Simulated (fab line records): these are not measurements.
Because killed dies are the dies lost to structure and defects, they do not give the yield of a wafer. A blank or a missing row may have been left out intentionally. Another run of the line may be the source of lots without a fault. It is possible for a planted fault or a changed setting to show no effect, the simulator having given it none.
Lot-split experiment :: flow n5_finfet :: 21 wafers read from 7 lots, route of 1938 steps

THE SPLIT
At N5_FIN_SAQP_HM_DEP_03 (deposits SiNx from SiH4/NH3/N2, target thk 38 nm, time 33.6 s), the setting time_s was moved away from the recipe's 33.6 s on 8 of the 21 wafers read, by +5.5% to +14.5%. For the rest of the wafers, this setting stayed at what the recipe calls for.

FROM THE SPLIT TO THE READING: what the file shows between them, 6 steps
- N5_FIN_SAQP_THK_MEAS_05
- N5_FIN_SAQP_EXPOSE_13: exposes mask FIN CORE, target cd 35.6 nm (also split here: dose_mj)
- N5_FIN_SAQP_PEB_14: peb time 60 s
- N5_FIN_SAQP_DEVELOP_15: develop time 30 s
- N5_FIN_SAQP_CD_MEAS_16: target cd 35.6 nm
- N5_FIN_SAQP_MANDREL2_REMOVE_60: chemistry HBr/Cl2/O2, target a-Si, stops on SiNx, bt time 10 s

THE READING
etch.depth_nm (the simulator's own value, which no gauge read), in nm, at N5_FIN_SAQP_HM_OPEN_33 (chemistry CH3F/O2, target SiNx, target depth 49.4 nm, time 70.6 s). The file gives no usual value for it. Across the 13 wafers here that went through the recipe, the average is 37.44 nm and the standard deviation 0.36 nm.

wafer: L075.2
tool, chamber at the split: pecvd-02, 1
time_s as run, s: 38.28
against the recipe: +13.9%
etch.depth_nm, nm: 41.93
against lot-mates on the recipe: +4.12

wafer: L075.5
tool, chamber at the split: pecvd-02, 1
time_s as run, s: 38.28
against the recipe: +13.9%
etch.depth_nm, nm: 42.53
against lot-mates on the recipe: +4.72

wafer: L075.6
tool, chamber at the split: pecvd-02, 0
time_s as run, s: 33.6
against the recipe: recipe
etch.depth_nm, nm: 37.81
against lot-mates on the recipe: -

wafer: L076.2
tool, chamber at the split: pecvd-02, 2
time_s as run, s: 33.6
against the recipe: recipe
etch.depth_nm, nm: 37.34
against lot-mates on the recipe: -

wafer: L076.4
tool, chamber at the split: pecvd-02, 0
time_s as run, s: 33.6
against the recipe: recipe
etch.depth_nm, nm: 38.16
against lot-mates on the recipe: -

wafer: L076.6
tool, chamber at the split: pecvd-02, 2
time_s as run, s: 36.69
against the recipe: +9.2%
etch.depth_nm, nm: 41.29
against lot-mates on the recipe: +3.54

wafer: L084.3
tool, chamber at the split: pecvd-01, 0
time_s as run, s: 36.05
against the recipe: +7.3%
etch.depth_nm, nm: 40.47
against lot-mates on the recipe: +3.05

wafer: L084.4
tool, chamber at the split: pecvd-01, 2
time_s as run, s: 33.6
against the recipe: recipe
etch.depth_nm, nm: 37.63
against lot-mates on the recipe: -

wafer: L084.5
tool, chamber at the split: pecvd-01, 2
time_s as run, s: 33.6
against the recipe: recipe
etch.depth_nm, nm: 37.22
against lot-mates on the recipe: -

wafer: L088.3
tool, chamber at the split: pecvd-01, 1
time_s as run, s: 33.6
against the recipe: recipe
etch.depth_nm, nm: 36.91
against lot-mates on the recipe: -

wafer: L088.4
tool, chamber at the split: pecvd-01, 1
time_s as run, s: 33.6
against the recipe: recipe
etch.depth_nm, nm: 37.14
against lot-mates on the recipe: -

wafer: L088.5
tool, chamber at the split: pecvd-01, 0
time_s as run, s: 33.6
against the recipe: recipe
etch.depth_nm, nm: 37.34
against lot-mates on the recipe: -

wafer: L091.3
tool, chamber at the split: pecvd-01, 0
time_s as run, s: 38.47
against the recipe: +14.5%
etch.depth_nm, nm: 42.6
against lot-mates on the recipe: +5.33

wafer: L091.5
tool, chamber at the split: pecvd-01, 1
time_s as run, s: 33.6
against the recipe: recipe
etch.depth_nm, nm: 37.37
against lot-mates on the recipe: -

wafer: L091.6
tool, chamber at the split: pecvd-01, 2
time_s as run, s: 33.6
against the recipe: recipe
etch.depth_nm, nm: 37.18
against lot-mates on the recipe: -

wafer: L093.2
tool, chamber at the split: pecvd-02, 0
time_s as run, s: 35.45
against the recipe: +5.5%
etch.depth_nm, nm: 39.27
against lot-mates on the recipe: no lot-mate on the recipe

wafer: L093.3
tool, chamber at the split: pecvd-02, 2
time_s as run, s: 35.45
against the recipe: +5.5%
etch.depth_nm, nm: 38.71
against lot-mates on the recipe: no lot-mate on the recipe

wafer: L093.4
tool, chamber at the split: pecvd-02, 1
time_s as run, s: 35.45
against the recipe: +5.5%
etch.depth_nm, nm: 39.65
against lot-mates on the recipe: no lot-mate on the recipe

wafer: L095.2
tool, chamber at the split: pecvd-04, 0
time_s as run, s: 33.6
against the recipe: recipe
etch.depth_nm, nm: 37.02
against lot-mates on the recipe: -

wafer: L095.3
tool, chamber at the split: pecvd-04, 2
time_s as run, s: 33.6
against the recipe: recipe
etch.depth_nm, nm: 37.76
against lot-mates on the recipe: -

wafer: L095.5
tool, chamber at the split: pecvd-04, 0
time_s as run, s: 33.6
against the recipe: recipe
etch.depth_nm, nm: 37.89
against lot-mates on the recipe: -

THE FIT
A straight line over all 21 wafers: etch.depth_nm changes by +0.356 nm for each +1% of time_s; r = +0.98; the points scatter about the line by 0.4 nm.
The same after taking each lot's own level away (the mean of its wafers on the recipe; 18 wafers): +0.345 nm for each +1%; r = +0.99; scatter 0.35 nm.
Per that fit: largest time_s move, reading shift of 5 nm.
Measured against the standard deviation above, the lots' own levels, which go from 37.130 to 37.810 nm, span 1.9 times it.
The two slopes agree, so the slope changes little with the lot-to-lot level.
Check: +4.9 nm against its lot-mates is what the line predicts for one of the wafers moved furthest among these (+14.5%) when that wafer is left out of the fit. It came out at +5.33 nm against them.

OTHER SPLITS APPLIED TO THESE WAFERS
These wafers also went through other splits before the reading. Each is held against what the fit with the lots' levels taken away leaves over:
other split on the same wafers: N5_WELL_APT_EXPOSE_05 dose_mj
wafers away from the commonest value: 5
r with etch.depth_nm (lot level and that fit taken away): -0.04

other split on the same wafers: N5_WELL_APT_DEVELOP_07 develop_time_s
wafers away from the commonest value: 8
r with etch.depth_nm (lot level and that fit taken away): +0.39

other split on the same wafers: N5_FIN_SAQP_EXPOSE_13 dose_mj
wafers away from the commonest value: 7
r with etch.depth_nm (lot level and that fit taken away): +0.48

THE WHOLE CHAIN: every reading that the file lists as answering this split, in the file's order
step: N5_FIN_SAQP_HM_DEP_03
what it does: deposits SiNx from SiH4/NH3/N2, target thk 38 nm, time 33.6 s
reading: SiNx_of_FIN_SAQP_HM_DEP_03.thk_nm (the simulator's own value, which no gauge read)
change (the file's fit): +0.357 nm for each +1% of the setting
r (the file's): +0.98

step: N5_FIN_SAQP_THK_MEAS_05
what it does: 
reading: thk_nm
change (the file's fit): withheld for each +1% of the setting
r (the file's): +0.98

step: N5_FIN_SAQP_HM_OPEN_33
what it does: chemistry CH3F/O2, target SiNx, target depth 49.4 nm, time 70.6 s
reading: etch_rf_on_time_s
change (the file's fit): withheld for each +1% of the setting
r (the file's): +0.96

step: N5_FIN_SAQP_HM_OPEN_33
what it does: chemistry CH3F/O2, target SiNx, target depth 49.4 nm, time 70.6 s
reading: etch.depth_nm (the simulator's own value, which no gauge read)
change (the file's fit): +0.357 nm for each +1% of the setting
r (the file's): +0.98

FILE'S OWN FIT
etch.depth_nm changes by +0.357 nm for each +1% of time_s, r = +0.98.
